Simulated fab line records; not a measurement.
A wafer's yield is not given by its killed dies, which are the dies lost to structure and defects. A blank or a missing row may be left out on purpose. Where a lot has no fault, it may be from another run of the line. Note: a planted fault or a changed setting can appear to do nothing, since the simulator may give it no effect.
Lot-split experiment    flow n5 finfet    route with 1938 steps; 7 lots, 39 wafers read

## THE SPLIT
At N5_STI_FIN_REVEAL_ETCHBACK_08 (etches SiO2 in C4F6/O2, target depth 30.5 nm, time 10.167 s), the setting target depth a was moved away from the recipe's 305 angstrom on 18 of the 39 wafers read, by -22.4% to +51.6%. This setting was run at the recipe's value on the other wafers.

## FROM THE SPLIT TO THE READING: what the file shows between them, 3 steps
- N5_STI_FIN_REVEAL_STRIP_24: strips in N2/H2, time 90 s
- N5_STI_FIN_REVEAL_PRECLEAN_25: cleans in SPM, time 90 s
- N5_STI_FIN_REVEAL_SRD_23: time 30 s

## THE READING
trench depth nm, in nm, at N5_STI_FIN_REVEAL_FIN_H_MEAS_10. A value of 52.2 nm with a standard deviation of 0.81 nm is what fault-free wafers of this fab line usually give.

wafer   tool, chamber at the split  target depth a as run, angstrom  against the recipe  trench depth nm, nm  against lot-mates on the recipe
L075.1  rie diel-05, 2,1,0          362.1                            +18.7%              58.1                 +5.5
L075.2  rie diel-05, 0,1,2          305                              recipe              52.8                 -
L075.3  rie diel-05, 2,1,0          362.1                            +18.7%              58.6                 +6.0
L075.4  rie diel-05, 2,1,0          362.1                            +18.7%              58.3                 +5.7
L075.5  rie diel-05, 0,1,2          305                              recipe              53.1                 -
L075.6  rie diel-05, 0,1,2          305                              recipe              52.0                 -
L078.1  rie diel-02, 1,2,2          236.8                            -22.4%              45.6                 -7.5
L078.2  rie diel-02, 0,3,1          305                              recipe              54.0                 -
L078.3  rie diel-02, 0,3,1          305                              recipe              52.3                 -
L078.4  rie diel-02, 1,2,2          236.8                            -22.4%              46.0                 -7.1
L078.5  rie diel-02, 0,3,1          305                              recipe              53.0                 -
L078.6  rie diel-02, 1,2,2          236.8                            -22.4%              45.2                 -7.9
L083.1  rie diel-05, 2,0,1          305                              recipe              51.4                 -
L083.2  rie diel-05, 3,2,3          388.5                            +27.4%              58.5                 +7.1
L083.3  rie diel-05, 2,0,1          305                              recipe              51.5                 -
L083.4  rie diel-05, 2,0,1          305                              recipe              51.4                 -
L083.5  rie diel-05, 3,2,3          388.5                            +27.4%              59.3                 +7.9
L083.6  rie diel-05, 3,2,3          388.5                            +27.4%              59.0                 +7.6
L084.1  rie diel-05, 1,2,0          305                              recipe              53.5                 -
L084.2  rie diel-05, 1,2,0          305                              recipe              53.6                 -
L084.3  rie diel-05, 1,2,0          305                              recipe              53.5                 -
L084.4  rie diel-05, 3,1,2          462.4                            +51.6%              66.7                 +13.2
L084.5  rie diel-05, 3,1,2          462.4                            +51.6%              69.2                 +15.7
L084.6  rie diel-05, 3,1,2          462.4                            +51.6%              68.6                 +15.1
L092.1  rie diel-02, 2,3,3          305                              recipe              51.5                 -
L092.2  rie diel-02, 1,2,1          353.6                            +15.9%              56.0                 +4.7
L092.3  rie diel-02, 2,3,3          305                              recipe              51.4                 -
L092.4  rie diel-02, 2,3,3          305                              recipe              50.9                 -
L092.5  rie diel-02, 1,2,1          353.6                            +15.9%              56.7                 +5.4
L092.6  rie diel-02, 1,2,1          353.6                            +15.9%              56.0                 +4.7
L094.4  rie diel-02, 2,3,2          305                              recipe              51.8                 -
L094.5  rie diel-02, 2,3,2          305                              recipe              51.3                 -
L094.6  rie diel-02, 2,3,2          305                              recipe              52.3                 -
L097.1  rie diel-02, 2,0,3          395.7                            +29.7%              62.9                 +10.2
L097.2  rie diel-02, 1,1,0          305                              recipe              52.9                 -
L097.3  rie diel-02, 2,0,3          395.7                            +29.7%              62.2                 +9.5
L097.4  rie diel-02, 2,0,3          395.7                            +29.7%              61.6                 +8.9
L097.5  rie diel-02, 1,1,0          305                              recipe              52.6                 -
L097.6  rie diel-02, 1,1,0          305                              recipe              52.7                 -
Rows listing several chambers each stand for several wafers; the file does not say which wafer went through which chamber.

THE FIT
A straight line over all 39 wafers: trench depth nm changes by +0.301 nm for each +1% of target depth a; r = +0.99; the points scatter about the line by 0.98 nm.
The same after taking each lot's own level away (the mean of its wafers on the recipe; 39 wafers): +0.298 nm for each +1%; r = +0.99; scatter 0.62 nm.
That fit puts the effect of the largest move of target depth a on the reading at 15 nm.
The lots' own levels span 51.27 to 53.53 nm, that is 2.8 times the standard deviation above.
Hence the lot-to-lot level has little effect on the slope; both slopes agree.
Check: with one of the wafers moved furthest among these (+51.6%) left out of the fit, the line predicts +15.7 nm for it against its lot-mates. It came out at +13.2 nm against them.

## THESE WAFERS: OTHER SPLITS
Other splits were also applied to these wafers ahead of the reading. Each is held against what the fit with the lots' levels taken away leaves over:
other split on the same wafers         wafers away from the commonest value  r with trench depth nm (lot level and that fit taken away)
N5_FIN_SAQP_DEVELOP_15 develop time s  15                                    +0.00

## FILE'S OWN FIT
trench depth nm changes by +0.295 nm for each +1% of target depth a, r = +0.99.
